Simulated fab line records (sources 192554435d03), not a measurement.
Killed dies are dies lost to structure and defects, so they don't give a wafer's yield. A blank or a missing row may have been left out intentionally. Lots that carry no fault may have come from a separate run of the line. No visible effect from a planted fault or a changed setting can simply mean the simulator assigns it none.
Which tool did it?	flow n5_finfet	10 lots with 30 wafers sampled at 5 steps, on a route of 1938 steps

WHAT THE GAUGES SHOWED, per wafer
N5_BEOL_M5_THK_MEAS_01.
lot	measured	on	M5_ILD_THK (nm)
L402	day 7 16:42	film_metro-01	120.5 119.2 120.3
L404	day 8 02:28	film_metro-02	116.4 122.2 121.9
L409	day 9 11:38	film_metro-02	118.8 121.1 118.6
L411	day 10 03:38	film_metro-02	119.3 122.1 124.2
L413	day 10 17:05	film_metro-02	138.4 140.7 138.8
L414	day 11 03:41	film_metro-02	138.6 140.4 140.7
L419	day 12 01:45	film_metro-01	119.8 120.0 122.4
L421	day 12 11:19	film_metro-02	119.1 120.5 123.3
L423	day 13 03:52	film_metro-02	116.6 120.6 120.1
L424	day 13 20:53	film_metro-02	119.2 118.7 121.9

WHICH TOOL RAN EACH LOT (tool, then ch and the chambers of the sampled wafers, then the start)
lot	N5_BEOL_M4_ANNEAL_87	N5_BEOL_M4_SPUTTER_96	N5_BEOL_M4_CMP_52	N5_BEOL_M5_CURE_79
L402	pvd_sputter-01, day 7 13:03	pvd_sputter-01, day 7 14:04	cmp-03 ch 1,2,3, day 7 14:34	uv_cure-02 ch 1, day 7 16:11
L404	pvd_sputter-01, day 7 21:53	pvd_sputter-01, day 7 22:55	cmp-03 ch 1,2,3, day 7 23:32	uv_cure-03 ch 2, day 8 01:29
L409	pvd_sputter-01, day 9 07:43	pvd_sputter-01, day 9 08:44	cmp-01 ch 0,1,3, day 9 09:37	uv_cure-01 ch 0, day 9 11:17
L411	pvd_sputter-03, day 9 22:28	pvd_sputter-03, day 9 23:29	cmp-01 ch 0,1,2, day 10 01:30	uv_cure-01 ch 1, day 10 03:13
L413	pvd_sputter-02, day 10 13:26	pvd_sputter-02, day 10 14:27	cmp-01 ch 0,2,3, day 10 14:56	uv_cure-03 ch 2, day 10 16:35
L414	pvd_sputter-03, day 11 00:01	pvd_sputter-03, day 11 01:02	cmp-03 ch 1,2,3, day 11 01:32	uv_cure-03 ch 1, day 11 03:10
L419	pvd_sputter-02, day 11 21:58	pvd_sputter-02, day 11 22:59	cmp-02 ch 1,2, day 11 23:36	uv_cure-02 ch 2, day 12 01:14
L421	pvd_sputter-03, day 12 07:29	pvd_sputter-03, day 12 08:30	cmp-02 ch 0,1,2, day 12 09:16	uv_cure-03 ch 1, day 12 10:52
L423	pvd_sputter-01, day 13 00:10	pvd_sputter-01, day 13 01:11	cmp-01 ch 0,2,3, day 13 01:45	uv_cure-03 ch 1, day 13 03:21
L424	pvd_sputter-01, day 13 16:45	pvd_sputter-01, day 13 17:46	cmp-03 ch 0,3, day 13 18:18	uv_cure-02 ch 0, day 13 19:54
- N5_BEOL_M4_ANNEAL_87: time 240 s.
- N5_BEOL_M4_SPUTTER_96: material Cu, target thk 4.5 nm, time 8.29 s.
- N5_BEOL_M4_CMP_52: polishes, stops on SiOC, t overpolish 6.8 s, target thk 40 nm.
- N5_BEOL_M5_CURE_79: cures SiCOH lowk, time 240 s.

WHAT THE TOOLS THEMSELVES READ (means of the sampled wafers that have a number; where no wafer has one, the mark that the record gives instead)
N5_BEOL_M4_ANNEAL_87.
lot	tool	heater_power_w (W)
L402	pvd_sputter-01	1048
L404	pvd_sputter-01	915
L409	pvd_sputter-01	998
L411	pvd_sputter-03	908
L413	pvd_sputter-02	955
L414	pvd_sputter-03	794
L419	pvd_sputter-02	902
L421	pvd_sputter-03	898
L423	pvd_sputter-01	932
L424	pvd_sputter-01	986

N5_BEOL_M4_SPUTTER_96.
lot	tool	throttle_valve_pct (%)
L402	pvd_sputter-01	31.3
L404	pvd_sputter-01	30.5
L409	pvd_sputter-01	30.7
L411	pvd_sputter-03	29.6
L413	pvd_sputter-02	30.2
L414	pvd_sputter-03	29.2
L419	pvd_sputter-02	30.6
L421	pvd_sputter-03	29.7
L423	pvd_sputter-01	30.5
L424	pvd_sputter-01	30.6

N5_BEOL_M4_CMP_52.
lot	tool	barrier_field_endpoint_s (s)	clearing_platen_down_force_psi (psi)	motor_current_A (A)	overpolish_run_s (s)	retaining_ring_pressure_frac	time_to_endpoint_s (s)
L402	cmp-03	25.3	1.4978	5.7	6.801	1.004	67
L404	cmp-03	24.7	1.5023	5.5	6.802	0.999	66
L409	cmp-01	24.4	1.4987	6.4	6.807	1.002	63
L411	cmp-01	24.6	1.5015	5.9	6.800	1.006	64
L413	cmp-01	24.8	1.4954	6.3	6.799	0.998	62
L414	cmp-03	23.4	1.4989	5.5	6.796	1.002	64
L419	cmp-02	24.0	1.4970	5.9	6.811	0.997	62
L421	cmp-02	24.3	1.5002	6.1	6.793	1.000	58
L423	cmp-01	23.5	1.4987	6.4	6.803	0.998	60
L424	cmp-03	24.3	1.5020	5.7	6.805	1.002	61

N5_BEOL_M5_CURE_79.
lot	tool	lamp_power_pct (%)	run_length_s (s)	wafer_temp_C_max
L402	uv_cure-02	52.33	286.0	387.9
L404	uv_cure-03	52.33	289.9	386.4
L409	uv_cure-01	52.34	284.7	386.3
L411	uv_cure-01	52.35	285.8	387.2
L413	uv_cure-03	-	-	-
L414	uv_cure-03	-	-	-
L419	uv_cure-02	52.31	285.6	386.9
L421	uv_cure-03	52.31	285.1	387.3
L423	uv_cure-03	52.27	284.8	387.3
L424	uv_cure-02	52.29	289.7	387.2

THE ANSWER, worked out from the rows above alone
Rule: the usual values come from the lots themselves. Put in order of their means at a reading, lots are off if they are a third of the lots or fewer, leave a main group of 4 or more, and stand apart from it by a gap of 3 or more times the standard deviation of the main group's means; of several such gaps the widest counts. Not used: any main group whose means are identical at the precision the tables above print for the reading. A lot without any number at a reading at which 4 lots or more have one is off too. All remaining lots with rows at the step are treated as sound. After the gauges, taken in route order, come the tools' own readings; for these a lot's mean is taken, as printed above. The first step at which some lot is off is used, and at that step the reading that is off furthest; a lot without a number counts as furthest.
Off: at N5_BEOL_M5_THK_MEAS_01 (M5_ILD_THK), L413, L414. For the main group the mean is 120.3 nm and the standard deviation 0.82.
If a tool, at a process step before that reading, ran all the lots that are off and no sound lot after the first of them, it fits. Not tried: the gauges at N5_BEOL_M5_THK_MEAS_01; whatever is off there is also off at N5_BEOL_M5_CURE_79, on other tools, and gauge error can't account for it. Not one of the candidates tried fits.

WHAT THE SIMULATOR HAD INSERTED
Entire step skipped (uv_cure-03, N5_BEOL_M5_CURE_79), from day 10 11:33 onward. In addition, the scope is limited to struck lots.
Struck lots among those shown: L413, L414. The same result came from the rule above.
